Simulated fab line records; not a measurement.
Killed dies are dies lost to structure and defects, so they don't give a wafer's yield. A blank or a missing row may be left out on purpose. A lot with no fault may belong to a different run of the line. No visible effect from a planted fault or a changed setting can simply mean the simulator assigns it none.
Problem report in the 8D (eight disciplines) form, filled by code || flow nand harc || the parts of the form that need people (team, actions taken, sign-off) are left out

== 1. WHAT WENT WRONG ==
run length s at NHARC_A_BLC_ETCH_17 reads a mean of 505.0 s on 3 wafers of 2 lots; wafers without a fault read 630.5 s with a standard deviation of 0.49. So: -99 or more standard deviations from the usual mean.
The step: etches the open film in N2/H2, target depth 390 nm, time 609.38 s.
Seen first at day 28 04:05 on rie diel-12, wafer L721.5. At this step, 42 wafers from 14 lots have a number in the record. The rule behind "out" and "out of limits": a value lying over 4 standard deviations away from the usual mean. All remaining wafers that have a number are taken as sound.

== 2. WHAT IT IS, AND WHAT IT ISN'T ==
{"question": "which readings at this step", "is": "run length s", "is not": "drypump motor current A, oes product au, rf vpp V, showerhead plenum p Torr"}
{"question": "which lots", "is": "L720, L721", "is not": "L707, L708, L709, L710, L711, L712, L725, L726, L727, L728, L729, L730"}
{"question": "which wafers of those lots", "is": "L720.6, L721.5, L721.6", "is not": "L720.1, L720.3, L721.3"}
{"question": "read on which tools", "is": "rie diel-12", "is not": "rie diel-01, rie diel-11"}
{"question": "when", "is": "from day 28 04:05", "is not": "up to then (19 sound wafers); but 20 sound wafers of L720, L725, L726, L727, L728, L729, L730 came after"}

== 3. WHAT RULES OUT EACH SUSPECT ==
Counting: any tool at a process step up to the reading remains a suspect provided it ran every lot that is out. Sound lots after the first of them don't rule it out here, since some wafers of a struck lot are sound.
- rie diel-12 at NHARC_A_BLC_ETCH_17 (etches the open film in N2/H2, target depth 390 nm, time 609.38 s): kept. It processed each lot that is out (first: L721, day 28 04:05); up to then, its last sound lot is L711 (day 24 12:58). Out on those wafers are its own readings of run length s.
The count leaves rie diel-12 at NHARC_A_BLC_ETCH_17.

== 4. THE CAUSE (what the simulator had put in) ==
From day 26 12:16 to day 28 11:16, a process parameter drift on rie diel-12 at NHARC_A_BLC_ETCH_17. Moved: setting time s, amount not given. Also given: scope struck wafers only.
After counting, this tool was the only one left.

== 5. THE EFFECT CHAIN, in route order ==
One row per reading whose mean, taken over the struck wafers that have a number, lies over 3 standard deviations from the usual. Only readings for which the record gives a usual standard deviation are gone through. hours: the time from each lot's start at the first step in this table that gives one to its start at this step, as a median over the lots. sigmas: the change in usual standard deviations.
{"hours": 0, "step": "NHARC_A_BLC_ETCH_17", "reading": "run length s", "usual": "630.5 s", "on struck wafers": 505.0, "change": -125.5, "sigmas": "-99 or more"}
Process steps it contains:
- NHARC_A_BLC_ETCH_17: etches the open film in N2/H2, target depth 390 nm, time 609.38 s.

== 6. HOW IT WOULD HAVE BEEN CAUGHT EARLIER ==
40 hours passed between the start of the fault at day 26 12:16 and the first reading out of limits in this record, taken at day 28 04:05.
